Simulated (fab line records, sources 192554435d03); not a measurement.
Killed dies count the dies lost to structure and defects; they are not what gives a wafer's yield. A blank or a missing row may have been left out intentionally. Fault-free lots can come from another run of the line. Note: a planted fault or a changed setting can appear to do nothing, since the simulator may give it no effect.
Chamber matching + flow n5-finfet + 4 sister chambers for N5_BEOL_M0_SAQP_SPACER1_ETCHBACK_99 on rie-diel-04
The step etches SiO2 in CHF3/O2, target depth 15.4 nm, time 7.7 s. 4 wafers are shown with their chamber, then 10 later ones without.

## WAFERS PAIRED WITH THEIR CHAMBERS
| wafer  | chamber | drypump-motor-current-A (A) |
|--------|---------|-----------------------------|
| L085.1 | 0       | 5.1                         |
| L085.2 | 3       | 5.7                         |
| L085.3 | 2       | 5.6                         |
| L086.5 | 1       | 5.8                         |

## WAFERS WITH NO CHAMBER GIVEN
| wafer  | drypump-motor-current-A (A) |
|--------|-----------------------------|
| L086.6 | 5.1                         |
| L087.3 | 5.8                         |
| L087.4 | 5.6                         |
| L087.5 | 5.8                         |
| L090.3 | 5.6                         |
| L090.4 | 5.7                         |
| L090.5 | 5.9                         |
| L093.1 | 5.7                         |
| L093.2 | 5.1                         |
| L093.5 | 5.7                         |

## EACH ONE'S CHAMBER
| wafer  | from the rows above | in truth |
|--------|---------------------|----------|
| L086.6 | 0                   | 0        |
| L087.3 | 1                   | 1        |
| L087.4 | 2                   | 2        |
| L087.5 | 1                   | 1        |
| L090.3 | 2                   | 2        |
| L090.4 | 3                   | 3        |
| L090.5 | 1                   | 1        |
| L093.1 | 3                   | 3        |
| L093.2 | 0                   | 0        |
| L093.5 | 3                   | 3        |
Correctly placed: 10 of 10. Left unplaced by these rows: 0. Placed wrongly: 0.
How it was worked out, from the rows above alone: a wafer's distance from a chamber is the root of the sum, over the readings, of the square of ((its reading less the chamber's mean) divided by the reading's scatter). The wafer belongs to the nearest chamber; if the next one is less than 2 further off, it can't be placed. For every chamber, the mean is computed from those of its wafers that are shown. The scatter: root of mean squared gap, hidden wafer to nearest shown wafer, with one shown wafer a chamber.
